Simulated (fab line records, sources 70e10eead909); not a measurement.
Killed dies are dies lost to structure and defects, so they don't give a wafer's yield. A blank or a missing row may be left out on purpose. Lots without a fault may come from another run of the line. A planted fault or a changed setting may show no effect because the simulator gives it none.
A struck lot beside a sound one | flow nand_harc | 12 steps out of a route of 1302
Sound: wafers L767.1, L767.5, L767.6. Struck: wafers L761.1, L761.2, L761.3. The cause comes at the end.
At each step with rows: each side's tool, then ch and its chambers, then its first start. Under that, the readings that differ: sound wafers | struck wafers | difference of the means | sigmas: that difference in standard deviations of wafers without a fault.
alike: readings whose means differ by less than 2 such deviations, and words and numbers that are the same on both sides. not compared: withheld readings, readings that some wafer has no value for, bounds like >300 that may hide the same value, and numbers for which the record gives no deviation and whose values overlap.
The two part at a step that has a row with sigmas, a row that says differs or no value, or rows on one side only. Numbers that don't overlap but have no deviation are shown without sigmas and don't part them. A reading that every wafer of one side lacks parts them only if that side has two wafers or more.

NHARC_A_CHANNEL_FILL_D2_CMP_10: polishes, target thk 150 nm.
  sound on cmp-03 ch 2,3, day 23 19:21; struck on cmp-01 ch 0,1,2, day 22 00:30
  reading             | sound          | struck        | difference | sigmas
  motor_current_A (A) | 13.7 13.8 11.5 | 11.3 9.9 10.9 | -2.3       | -2
  alike: slurry_flow_ml_min, time_to_endpoint_s
then, 1 step without rows for these wafers: NHARC_A_CHANNEL_FILL_D2_SRD_12.
NHARC_A_CHANNEL_FILL_D2_RTA_24: time 5 s.
  sound on rtp_anneal-01 ch 0, day 23 19:54; struck on rtp_anneal-01 ch 0, day 22 00:55
  alike: lamp_power_pct, wafer_temp_C_max
NHARC_A_CHANNEL_FILL_D2_INSPECT_13:
  sound on defect_inspect-01, day 23 20:06; struck on defect_inspect-01, day 22 01:07
  alike: raw_defect_count
NHARC_A_STAIRCASE_DEP_156: deposits SiNx, target thk 50 nm.
  sound on pecvd-02 ch 0,2, day 23 20:12; struck on pecvd-02 ch 0,1,2, day 22 01:11
  alike: heater_power_w
then, 5 steps without rows for these wafers: NHARC_A_STAIRCASE_DEHYDRATE_158 (time 120 s); NHARC_A_STAIRCASE_HMDS_159 (time 30 s); NHARC_A_STAIRCASE_COAT_160; NHARC_A_STAIRCASE_SOFTBAKE_161 (time 170 s); NHARC_A_STAIRCASE_EBR_162.
NHARC_A_STAIRCASE_EXPOSE_163: exposes mask STAIR OPEN.
  sound on krf_scanner-02 ch 0, day 23 20:50; struck on krf_scanner-01, day 22 01:40
  no value came back on the struck wafers for exposure_dose_mJ_cm2, focus_offset_nm (nm), na; on the sound wafers exposure_dose_mJ_cm2 reads 20.031 19.993 19.999
  alike: mask
then, 1 step without rows for these wafers: NHARC_A_STAIRCASE_PEB_164 (peb time 130 s).

WHERE THEY PART
First at NHARC_A_CHANNEL_FILL_D2_CMP_10; last, within this record, at NHARC_A_STAIRCASE_EXPOSE_163.

WHY: what the simulator had put in
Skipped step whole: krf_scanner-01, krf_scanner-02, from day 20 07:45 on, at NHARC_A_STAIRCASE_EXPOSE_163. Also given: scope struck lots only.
